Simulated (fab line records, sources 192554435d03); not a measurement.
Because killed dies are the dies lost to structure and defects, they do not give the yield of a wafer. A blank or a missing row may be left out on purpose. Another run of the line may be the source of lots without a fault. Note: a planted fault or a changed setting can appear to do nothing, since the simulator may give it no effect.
Matching of chambers ; flow n5-finfet ; 3 sister chambers for N5_BEOL_M10_CURE_71 on uv-cure-03
The step cures SiCOH lowk, time 240 s. 3 wafers are shown with their chamber, then 11 later ones without.

## WAFERS WITH THEIR CHAMBER
wafer;chamber;lamp-power-pct (%)
L085.6;2;52.31
L090.4;1;52.30
L093.1;0;52.36

## WAFERS WHOSE CHAMBER IS MISSING
wafer;lamp-power-pct (%)
L093.2;52.36
L093.4;52.35
L094.1;52.30
L094.2;52.31
L094.3;52.32
L096.3;52.27
L096.5;52.24
L096.6;52.26
L095.1;52.22
L095.4;52.38
L095.5;52.28

## WHICH CHAMBER EACH ONE RAN IN
wafer;from the rows above;in truth
L093.2;can't be placed: 0 or 2 or 1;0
L093.4;can't be placed: 0 or 2 or 1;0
L094.1;can't be placed: 1 or 2 or 0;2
L094.2;can't be placed: 2 or 1 or 0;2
L094.3;can't be placed: 2 or 1 or 0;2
L096.3;can't be placed: 1 or 2 or 0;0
L096.5;can't be placed: 1 or 2 or 0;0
L096.6;can't be placed: 1 or 2 or 0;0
L095.1;can't be placed: 1 or 2 or 0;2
L095.4;can't be placed: 0 or 2 or 1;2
L095.5;can't be placed: 1 or 2 or 0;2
0 of 11 placed correctly. Unplaceable from these rows: 11, with the true chamber sitting among the candidates in 11. Wrongly placed: 0.
How it was worked out, from the rows above alone: a wafer's distance from a chamber is the root of the sum, over the readings, of the square of ((its reading less the chamber's mean) divided by the reading's scatter). The wafer belongs to the nearest chamber; if the next one is less than 2 further off, it can't be placed. Each chamber's mean is taken over the wafers shown for it. The scatter (one wafer shown for each chamber): square how far every hidden wafer sits from the nearest shown wafer, average those squares and take the square root.
